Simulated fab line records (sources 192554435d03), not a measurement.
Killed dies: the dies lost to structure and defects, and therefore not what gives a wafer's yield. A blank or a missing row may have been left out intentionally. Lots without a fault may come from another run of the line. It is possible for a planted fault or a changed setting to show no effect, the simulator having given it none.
fab line records + flow n5-finfet
[record]
- lots = 5
- wafers = 14
- last-day = 17
route steps=1938 shown BEOL_M3@1009 BEOL_M4@1021
lots that met no fault: from a run of the same line without faults
start-h: hours from the record's opening day to when the first of the lot's shown wafers began + wait-h: hours since the lot's step before + " same as the row above + L1.1+2: several wafers, shown together as one row + - value missing, or start not given + * or withheld: withheld + < > ~ a bound
route shown NAME@n: NAME is a module with steps in the file, n the number in the route of the first one + usual: the fault-free wafers' mean and standard deviation + same: alike in all rows + chamber/n: place in a boat + sites: each site's reading + _std_site: standard deviation of those values + _edge_site: outer sites' mean less inner sites' + radius-mm: for every site, how far away it sits from the centre of the wafer + mask NAME#n: copy n + behind: the tool/chamber that last shaped the wafer + hold: what put the lot on hold/how long, in hours/how the hold closed + device: which transistor (n, p or np) failed to switch + end of line: the route-end tests of the same wafers + a step with no rows: only its recipe + killed: at the first sort, the dies lost to defects and structure; wafer yield is something else + map: dies across one wafer; x = killed, . = not, _ = none there
set.NAME: setting as actually run; set.NAME@STEP: the setting as run at that earlier step + model.NAME: the simulator's own value behind a step, which no gauge read
certain route steps with their lots: each step a table, each wafer a row
services: a tool's chamber out of use, with start hour (start-h, from the record's first day; less than 0 if before it), hours out, and reason
[[steps]]
[step N5_BEOL_M3_ANNEAL_95]
[recipe]
- temp-c = 400
- time-s = 240
- ambient = vacuum
[step N5_BEOL_M3_SPUTTER_96]
[recipe]
- material = Cu
- target-thk-a = 45
- temp-c = -20
- chamber-pressure-pa = 0.07
- power-w = withheld
- time-s = 8.29
[step N5_BEOL_M3_ECD_50]
[recipe]
- material = Cu
- target-thk-a = 3000
[step N5_BEOL_M3_ANNEAL_51]
[recipe]
- temp-c = 225
- time-s = 90
- ambient = N2
[step N5_BEOL_M3_CMP_52]
[recipe]
- stop-on = SiOC
- t-overpolish-s = 6.8
- down-force-psi = 1
- platen-rpm = 50
- clearing-platen-down-force-psi = 1.5
- clearing-platen-rpm = 50
- post-cmp-clean = cu-alkaline
- target-thk-nm = 40
- clearing-platen-pad-velocity-m-s = 0.99484
- pad-velocity-m-s = 0.99484
[step N5_BEOL_M3_PRE_CLEAN_60]
[recipe]
- gas = NH3/H2
- time-s = 15
- temp-c = *
- rf-power-w = 300
[step N5_BEOL_M3_CO_CAP_55]
[recipe]
- material = Co
- target-thk-a = 20
- temp-c = 200
- precursor = CCTBA/H2
- pressure-torr = 30
- time-s = 102.1
[step N5_BEOL_M3_PRE_CLEAN_56]
[recipe]
- gas = NH3
- time-s = 15
- temp-c = withheld
- rf-power-w = 300
[step N5_BEOL_M3_DEP_57]
[recipe]
- material = SiCN
- target-thk-a = 80
- temp-c = withheld
- precursor = 3MS/NH3
- pressure-torr = 3
- rf-w = 202
- time-s = 14
[step N5_BEOL_M4_ILD_DEP_00]
[recipe]
- material = SiOC
- target-thk-a = 790
- temp-c = 350
- precursor = DEMS/O2
- pressure-torr = 5
- rf-w = 500
- time-s = 15.3
[usual]
- heater-power-w = 455/42
- showerhead-plenum-p-Torr = 5.698/0.011
- susceptor-temp-C = 349.98/0.21
- throttle-valve-pct = 12.1/0.65
| lot.wafer | tool     | chamber | start-h | wait-h | heater-power-w | showerhead-plenum-p-Torr | since-wet-clean-h | susceptor-temp-C | throttle-valve-pct | model.SiOC_of_BEOL_M4_ILD_DEP_00.thk-nm |
|-----------|----------|---------|---------|--------|----------------|--------------------------|-------------------|------------------|--------------------|-----------------------------------------|
| L304.3    | pecvd-03 | 0       | 168.28  | 0.0    | 442            | 5.693                    | 691               | 349.95           | 11.3               | 78.6                                    |
| L304.4    | "        | 0       | "       | "      | 435            | 5.700                    | -                 | 349.66           | 11.5               | 79                                      |
| L304.6    | "        | 1       | "       | "      | 484            | 5.691                    | -                 | 349.85           | 11.7               | 79.6                                    |
| L313.3    | pecvd-01 | 2       | 225.18  | 0.0    | 465            | 5.698                    | 538               | 349.81           | 11.9               | 79.8                                    |
| L313.4    | "        | 0       | "       | "      | 443            | 5.700                    | -                 | 349.60           | 12.2               | 78.4                                    |
| L313.5    | "        | 1       | "       | "      | 442            | 5.689                    | -                 | 350.35           | 12.8               | 80.4                                    |
| L322.2    | pecvd-01 | 0       | 279.84  | 0.0    | 400            | 5.711                    | 1346              | 350.33           | 12.0               | 92                                      |
| L322.3    | "        | 2       | "       | "      | 383            | 5.703                    | -                 | 350.16           | 12.0               | 78.6                                    |
| L322.6    | "        | 2       | "       | "      | 388            | 5.694                    | -                 | 350.04           | 12.1               | 79.4                                    |
| L321.2    | pecvd-01 | 2       | 290.66  | 0.0    | 468            | 5.703                    | 603               | 349.98           | 12.0               | 78.4                                    |
| L321.3    | "        | 0       | "       | "      | 441            | 5.709                    | 1357              | 349.87           | 11.8               | 91.8                                    |
| L321.5    | "        | 2       | "       | "      | 465            | 5.696                    | -                 | 350.09           | 12.0               | 79.4                                    |
| L323.1    | pecvd-01 | 1       | 298.39  | 0.0    | 524            | 5.701                    | 2090              | 349.68           | 13.2               | 77                                      |
| L323.2    | "        | 0       | "       | "      | 436            | 5.710                    | 1365              | 349.63           | 12.0               | 92                                      |
[step N5_BEOL_M4_THK_MEAS_01]
[recipe]
- reads = SiOC_of_BEOL_M4_ILD_DEP_00
[usual]
- M4_ILD_THK = 79.3/1.1
| lot.wafer | tool          | chamber | start-h | wait-h | M4_ILD_THK[nm] |
|-----------|---------------|---------|---------|--------|----------------|
| L304.3    | film-metro-01 | -       | 168.35  | 0.1    | 78.7           |
| L304.4    | "             | -       | "       | "      | 78.9           |
| L304.6    | "             | -       | "       | "      | 79.7           |
| L313.3    | film-metro-02 | -       | 225.25  | 0.1    | 79.9           |
| L313.4    | "             | -       | "       | "      | 78.5           |
| L313.5    | "             | -       | "       | "      | 80.5           |
| L322.2    | film-metro-02 | -       | 279.93  | 0.1    | 92.1           |
| L322.3    | "             | -       | "       | "      | 78.7           |
| L322.6    | "             | -       | "       | "      | 79.5           |
| L321.2    | film-metro-02 | -       | 290.73  | 0.1    | 78.4           |
| L321.3    | "             | -       | "       | "      | 91.7           |
| L321.5    | "             | -       | "       | "      | 79.4           |
| L323.1    | film-metro-02 | -       | 298.48  | 0.1    | 77.1           |
| L323.2    | "             | -       | "       | "      | 92.0           |
[step N5_BEOL_M4_PECVD_72]
[recipe]
- material = SiO2
- target-thk-a = 160
- temp-c = 400
- precursor = TEOS/O2
- pressure-torr = 5.5
- rf-w = 450
- teos-flow-sccm = 53.8
- gas = O2
- flow-sccm = 3000
- time-s = 18
[step N5_BEOL_M4_HM_DEP_02]
[recipe]
- material = TiN
- target-thk-a = 200
- temp-c = 25
- chamber-pressure-pa = 0.49996
[step N5_BEOL_M4_COAT_61]
[recipe]
- resist = SOC
- temp-c = 250
- time-s = 60
- spin-rpm = 1500
- resist-thk-nm = 60
[step N5_BEOL_M4_COAT_62]
[recipe]
- resist = SiARC
- temp-c = 220
- time-s = 60
- spin-rpm = 1500
- resist-thk-nm = 12
[step N5_BEOL_M4_COAT_73]
[recipe]
- resist = underlayer
- temp-c = 205
- time-s = 60
- spin-rpm = 1500
- resist-thk-nm = 5
[step N5_BEOL_M4_COAT_05]
[recipe]
- resist = CAR-EUV
- spin-rpm = 1500
- resist-thk-nm = 30
[step N5_BEOL_M4_EBR_07]
[recipe]
- solvent = PGMEA
- ebr-width-mm = 1.5
[step N5_BEOL_M4_SOFTBAKE_06]
[recipe]
- temp-c = 110
- time-s = 60
- resist = CAR-EUV
[step N5_BEOL_M4_EXPOSE_08]
[recipe]
- mask-id = M4
- na = 0.33
- source-shape = dipole
- sigma-inner = 0.369
- sigma-outer = 0.767
- polarization = unpolarized
- dose-mj = 41.25
[step N5_BEOL_M4_PEB_09]
[recipe]
- peb-temp-c = 100
- peb-time-s = 60
- resist = CAR-EUV
[step N5_BEOL_M4_DEVELOP_10]
[recipe]
- develop-time-s = 30
- developer = TMAH
- resist = CAR-EUV
- rinse-liquid = surfactant-rinse
- dry = air-spin
- dev-temp-c = 23
[step N5_BEOL_M4_DESCUM_16]
[recipe]
- chemistry = O2
- time-s = 7
- source-power-w = 50
- bias-power-w = 20
- pressure-mtorr = 20
- rf-frequency-hz = 2.712e+07
- temp-c = 40
- resist = CAR-EUV
- o2-flow-sccm = 225
[step N5_BEOL_M4_ETCH_74]
[recipe]
- chemistry = N2/H2
- target = underlayer
- target-depth-a = 65
- mask-material = CAR-EUV
- time-s = 5.2
- ion-energy-ev = 200
- pressure-mtorr = 30
- source-w = 840
- bias-w = 150
- n2-flow-sccm = 200
- h2-flow-sccm = 200
- ends = cleared
[step N5_BEOL_M4_ETCH_63]
[recipe]
- chemistry = CF4
- target = SiARC
- target-depth-a = 156
- mask-material = CAR-EUV
- time-s = 26
- ion-energy-ev = 80
- pressure-mtorr = 40
- source-w = 545
- bias-w = 36
- Ar_flow_sccm = 100
- cf4-flow-sccm = 100
- ends = cleared
[step N5_BEOL_M4_ETCH_64]
[recipe]
- chemistry = N2/H2
- target = SOC
- target-depth-a = 750
- overetch-a = 225
- mask-material = SiARC
- temp-c = 40
- time-s = 121.9
- ion-energy-ev = 200
- pressure-mtorr = 30
- source-w = 840
- bias-w = 150
- n2-flow-sccm = 200
- h2-flow-sccm = 200
[step N5_BEOL_M4_STRIP_65]
[recipe]
- chemistry = N2/H2
- temp-c = 40
- n2-flow-sccm = 200
- h2-flow-sccm = 200
- rf-frequency-hz = 6e+07
[step N5_BEOL_M4_STRIP_75]
[recipe]
- chemistry = N2/H2
- temp-c = 40
- n2-flow-sccm = 200
- h2-flow-sccm = 200
- rf-frequency-hz = 6e+07
[step N5_BEOL_M4_STRIP_66]
[recipe]
- chemistry = CF4
- resist = SiARC
- power-w = 300
- bias-power-w = 75
- pressure-mtorr = 50
- cf4-flow-sccm = 150
- rf-frequency-hz = 6e+07
[step N5_BEOL_M4_HM_OPEN_17]
[recipe]
- chemistry = Cl2/BCl3
- target-depth-a = 200
- overetch-a = 60
- target = TiN
- mask-material = SOC
- ion-energy-ev = 150
- pressure-mtorr = 10
- icp-w = 1000
- bias-w = 126
- Cl2_flow_sccm = 53.25
- bcl3-flow-sccm = 21.75
- Ar_flow_sccm = 25
[step N5_BEOL_M4_STRIP_19]
[recipe]
- chemistry = O2
- power-w = 400
- temp-c = 40
- pressure-mtorr = 30
- rf-frequency-hz = 6e+07
- bias-power-w = 0
- overash-fraction = 0.2
- o2-flow-sccm = 225
[step N5_BEOL_M4_COAT_67]
[recipe]
- resist = SOC
- temp-c = 250
- time-s = 60
- spin-rpm = 1500
- resist-thk-nm = 60
[step N5_BEOL_M4_COAT_68]
[recipe]
- resist = SiARC
- temp-c = 220
- time-s = 60
- spin-rpm = 1500
- resist-thk-nm = 12
[step N5_BEOL_M4_COAT_76]
[recipe]
- resist = underlayer
- temp-c = 205
- time-s = 60
- spin-rpm = 1500
- resist-thk-nm = 5
[step N5_BEOL_M4_COAT_22]
[recipe]
- resist = CAR-EUV
- spin-rpm = 1500
- resist-thk-nm = 30
[step N5_BEOL_M4_CMP_52]
[recipe]
- stop-on = SiOC
- t-overpolish-s = 6.8
- down-force-psi = 1
- platen-rpm = 50
- clearing-platen-down-force-psi = 1.5
- clearing-platen-rpm = 50
- post-cmp-clean = cu-alkaline
- target-thk-nm = 40
- clearing-platen-pad-velocity-m-s = 0.99484
- pad-velocity-m-s = 0.99484
[usual]
- motor-current-A = 5.9/0.54
- retaining-ring-pressure-frac = 0.999/0.0051
| lot.wafer | tool   | chamber | start-h | wait-h | motor-current-A | retaining-ring-pressure-frac | model.SiOC_of_BEOL_M4_ILD_DEP_00.thk-nm |
|-----------|--------|---------|---------|--------|-----------------|------------------------------|-----------------------------------------|
| L304.3    | cmp-01 | 3       | 177.85  | 0.2    | 5.9             | 0.991                        | 75.6                                    |
| L304.4    | "      | 1       | "       | "      | 5.9             | 0.994                        | 76                                      |
| L304.6    | "      | 0       | "       | "      | 5.8             | 0.994                        | 76.6                                    |
| L313.4    | cmp-02 | 2       | 232.34  | 0.2    | 5.8             | 0.994                        | 75.4                                    |
| L313.3    | "      | 0       | "       | "      | 4.9             | 0.995                        | 76.8                                    |
| L313.5    | "      | 2       | "       | "      | 5.6             | 0.991                        | 77.4                                    |
| L322.2    | cmp-01 | 2       | 292.84  | 0.2    | 6.2             | 1.000                        | 89                                      |
| L322.3    | "      | 3       | "       | "      | 6.0             | 1.014                        | 75.6                                    |
| L322.6    | "      | 2       | "       | "      | 5.7             | 1.000                        | 76.4                                    |
| L321.3    | cmp-02 | 3       | 302.22  | 0.2    | 5.9             | 1.004                        | 88.8                                    |
| L321.2    | "      | 0       | "       | "      | 4.9             | 1.004                        | 75.4                                    |
| L321.5    | "      | 1       | "       | "      | 6.6             | 0.999                        | 76.4                                    |
| L323.2    | cmp-01 | 0       | 313.57  | 0.2    | 5.7             | 1.002                        | 89                                      |
| L323.1    | "      | 1       | "       | "      | 6.0             | 1.000                        | 74                                      |
[step N5_BEOL_M4_RC_MEAS_101]
[usual]
- DIBL_N = 35.9/1.3
- DIBL_P = 35.9/1.6
- IOFF_N = 0.156/0.022
- IOFF_P = 0.205/0.023
- ION_N = 675/9
- ION_P = 463/5.6
- SS_N = 71.4/0.57
- SS_P = 73.1/0.52
- VT_N = 249.7/2.8
- VT_P = -250.2/2.5
| lot.wafer | tool      | chamber | start-h | wait-h | DIBL_N[mV/V] | DIBL_P[mV/V] | IOFF_N[nA/um] | IOFF_P[nA/um] | ION_N[uA/um] | ION_P[uA/um] | SS_N[mV/dec] | SS_P[mV/dec] | VT_N[mV] | VT_P[mV] |
|-----------|-----------|---------|---------|--------|--------------|--------------|---------------|---------------|--------------|--------------|--------------|--------------|----------|----------|
| L304.3    | prober-02 | 0       | 178.76  | 0.3    | 33.9         | 33.2         | 0.131         | 0.159         | 656          | 448          | 71.1         | 72.2         | 253.9    | -254.3   |
| L304.4    | "         | 0       | "       | "      | 36.2         | 36.1         | 0.172         | 0.204         | 676          | 461          | 72.4         | 73.5         | 247.5    | -252.9   |
| L304.6    | "         | 0       | "       | "      | 35.9         | 36.1         | 0.161         | 0.192         | 660          | 454          | 72.0         | 72.4         | 249.9    | -253.5   |
| L313.3    | prober-02 | 0       | 233.28  | 0.3    | 36.6         | 35.9         | 0.159         | 0.220         | 682          | 467          | 71.4         | 72.7         | 248.3    | -248.0   |
| L313.4    | "         | 0       | "       | "      | 34.5         | 33.8         | 0.131         | 0.188         | 680          | 460          | 71.2         | 72.5         | 251.7    | -251.3   |
| L313.5    | "         | 0       | "       | "      | 37.5         | 37.5         | 0.188         | 0.251         | 693          | 467          | 71.5         | 73.6         | 245.9    | -246.2   |
| L322.2    | prober-02 | 0       | 293.60  | 0.2    | 37.3         | 37.5         | 0.163         | 0.212         | 674          | 463          | 71.9         | 74.0         | 247.9    | -250.3   |
| L322.3    | "         | 0       | "       | "      | 35.7         | 34.9         | 0.136         | 0.186         | 664          | 460          | 71.4         | 72.8         | 254.4    | -251.4   |
| L322.6    | "         | 0       | "       | "      | 37.6         | 37.6         | 0.170         | 0.212         | 677          | 460          | 72.2         | 74.1         | 249.2    | -249.7   |
| L321.2    | prober-01 | 0       | 302.94  | 0.2    | 34.1         | 35.3         | 0.140         | 0.187         | 669          | 453          | 71.1         | 72.6         | 250.7    | -250.7   |
| L321.3    | "         | 0       | "       | "      | 32.8         | 34.4         | 0.122         | 0.172         | 664          | 456          | 71.0         | 72.3         | 252.6    | -252.9   |
| L321.5    | "         | 0       | "       | "      | 34.4         | 35.5         | 0.141         | 0.191         | 665          | 456          | 71.6         | 73.1         | 251.8    | -251.7   |
| L323.1    | prober-01 | 0       | 314.14  | 0.0    | 35.4         | 34.5         | 0.134         | 0.196         | 669          | 466          | 71.3         | 72.6         | 251.3    | -248.1   |
| L323.2    | "         | 0       | "       | "      | 37.2         | 36.4         | 0.151         | 0.222         | 664          | 460          | 71.8         | 72.9         | 250.6    | -248.3   |
[[services]]
| tool     | chamber | start-h | hours | kind                           |
|----------|---------|---------|-------|--------------------------------|
| pecvd-01 | -       | 166.23  | 6.0   | pm                             |
| pecvd-01 | -       | 176.61  | 1.2   | repair                         |
| pecvd-03 | 1       | 193.83  | 5.5   | scheduled-down                 |
| pecvd-03 | 2       | 198.64  | 13.5  | repair                         |
| cmp-02   | -       | 202.10  | 0.9   | repair                         |
| pecvd-03 | 2       | 212.18  | -     | clean                          |
| pecvd-03 | 2       | 212.18  | -     | consumable-replace:showerhead  |
| pecvd-03 | 2       | 212.18  | 29.0  | scheduled-down                 |
| pecvd-03 | 2       | 212.18  | 29.0  | vent-cycle                     |
| cmp-02   | -       | 213.47  | 1.6   | repair                         |
| cmp-02   | -       | 225.03  | 1.2   | repair                         |
| cmp-02   | -       | 253.86  | 1.7   | repair                         |
| cmp-02   | -       | 263.48  | 4.0   | pm                             |
| cmp-01   | -       | 264.83  | 4.0   | pm                             |
| pecvd-03 | 1       | 266.26  | 5.0   | scheduled-down                 |
| cmp-02   | -       | 267.48  | -     | consumable-replace:conditioner |
| cmp-02   | -       | 267.48  | -     | consumable-replace:pad         |
| cmp-01   | -       | 268.83  | -     | consumable-replace:conditioner |
| cmp-01   | -       | 268.83  | -     | consumable-replace:pad         |
| pecvd-01 | 1       | 277.97  | 7.5   | repair                         |
| cmp-01   | -       | 278.43  | 11.6  | pm                             |
| cmp-02   | -       | 282.39  | 0.8   | repair                         |
| pecvd-03 | -       | 294.43  | 10.2  | repair                         |
| pecvd-01 | 2       | 297.85  | 5.0   | scheduled-down                 |
[[key]]
[first-sign]
- step = N5_BEOL_M4_THK_MEAS_01
- reading = M4_ILD_THK
- direction = up
- sigmas = 12
- usual = 79.3
- struck = 92.0
effect none on later readings
[model-effect]
- step = N5_BEOL_M4_ILD_DEP_00
- value = SiOC_of_BEOL_M4_ILD_DEP_00.thk-nm
- without = 77.27
- struck = 91.93
[model-effect]
- step = N5_BEOL_M4_CMP_52
- value = SiOC_of_BEOL_M4_ILD_DEP_00.thk-nm
- without = 74.27
- struck = 88.93
met-at N5_BEOL_M4_ILD_DEP_00
struck-wafers L321.3,L322.2,L323.2
onset-between 225.18 279.84
[fault]
- kind = process-parameter-drift
- tool = pecvd-01
- chamber = 0
- onset-h = 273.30
- steps = N5_BEOL_M4_ILD_DEP_00
- channel = time-s
- offset = *
- shape = step
- acts-in = *
- stated = *
